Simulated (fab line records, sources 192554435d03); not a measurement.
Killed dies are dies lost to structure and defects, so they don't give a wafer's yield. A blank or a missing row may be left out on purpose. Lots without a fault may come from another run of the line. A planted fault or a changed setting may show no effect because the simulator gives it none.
Problem report in the 8D (eight disciplines) form, filled by code | flow n5_finfet | the parts of the form that need people (team, actions taken, sign-off) are left out

1. THE PROBLEM
susceptor_temp_C at N5_BEOL_M4_PECVD_72 reads a mean of 432.26 C on 3 wafers of 2 lots; wafers without a fault read 399.99 C with a standard deviation of 0.24. That is +99 or more standard deviations from the usual mean.
The step: deposits SiO2 from TEOS/O2, target thk 16 nm, time 18 s.
First seen on wafer L142.1, day 12 22:14, on pecvd-01. The record holds 27 wafers of 9 lots with a number at this step. Rule for "out", or "out of limits": more than 4 standard deviations from the usual mean. The other wafers with a number count as sound.

2. WHAT IT IS AND WHAT IT IS NOT
question                    | is                     | is not
which readings at this step | susceptor_temp_C       | heater_power_w, throttle_valve_pct
which lots                  | L142, L145             | L124, L130, L136, L137, L139, L141, L144
which wafers of those lots  | L142.1, L142.4, L145.2 | L142.5, L145.3, L145.5
read on which tools         | pecvd-01               | pecvd-02, pecvd-04
when                        | from day 12 22:14      | up to then (19 sound wafers); but 5 sound wafers of L144, L145 came after

3. SUSPECTS, AND WHAT RULES EACH OUT
Counting: a tool at a process step up to the reading stays a suspect if it ran every lot that is out. Sound lots after the first of them don't rule it out here, since some wafers of a struck lot are sound.
- pvd_sputter-02 at N5_BEOL_M3_SPUTTER_88 (material Cu, target thk 4.5 nm, time 8.29 s): kept. It ran every lot that is out, first L142 (day 12 20:08); its last sound lot up to then is L141 (day 11 16:25).
- pvd_sputter-02 at N5_BEOL_M3_SPUTTER_94 (material Cu, target thk 4.5 nm, time 8.29 s): kept. It ran every lot that is out, first L142 (day 12 20:47); its last sound lot up to then is L141 (day 11 17:05).
- pecvd-01 at N5_BEOL_M4_PECVD_72 (deposits SiO2 from TEOS/O2, target thk 16 nm, time 18 s): kept. It ran every lot that is out, first L142 (day 12 22:14); its last sound lot up to then is L139 (day 12 03:16). Its own readings are out on those wafers: susceptor_temp_C.
- Within pecvd-01 at N5_BEOL_M4_PECVD_72: the wafers that are out ran in chamber 0; their sound lot-mates ran in chambers 1, 2.
Left after counting: pvd_sputter-02 at N5_BEOL_M3_SPUTTER_88, pvd_sputter-02 at N5_BEOL_M3_SPUTTER_94, pecvd-01 at N5_BEOL_M4_PECVD_72.

4. THE CAUSE (what the simulator had put in)
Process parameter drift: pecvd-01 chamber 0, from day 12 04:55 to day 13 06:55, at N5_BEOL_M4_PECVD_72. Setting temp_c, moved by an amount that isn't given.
Counting left 3 suspects, and this tool is among them.

5. THE CHAIN OF EFFECTS, in route order
Each row: a reading whose mean over the struck wafers that have a number lies more than 3 standard deviations from the usual. Only readings for which the record gives a usual standard deviation are gone through. hours: the time from each lot's start at the first step in this table that gives one to its start at this step, as a median over the lots. sigmas: the change in usual standard deviations.
hours | step                | reading                  | usual    | on struck wafers | change | sigmas
0     | N5_BEOL_M4_PECVD_72 | susceptor_temp_C         | 399.99 C | 432.26           | +32.27 | +99 or more
15    | N5_BEOL_M4_CMP_52   | barrier_field_endpoint_s | 24.7 s   | 20.2             | -4.5   | -8.1
The process steps in it:
- N5_BEOL_M4_PECVD_72: deposits SiO2 from TEOS/O2, target thk 16 nm, time 18 s.
- N5_BEOL_M4_CMP_52: polishes, stops on SiOC, t overpolish 6.8 s, target thk 40 nm.
Later measuring or inspecting steps at which every struck wafer that the step has a row for has a number for every such reading, and none has moved that far: N5_BEOL_M4_RC_MEAS_101.

6. WHAT WOULD HAVE CAUGHT IT SOONER
In this record the first reading out of limits was taken at day 12 22:14, 17 hours after the fault began at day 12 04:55.
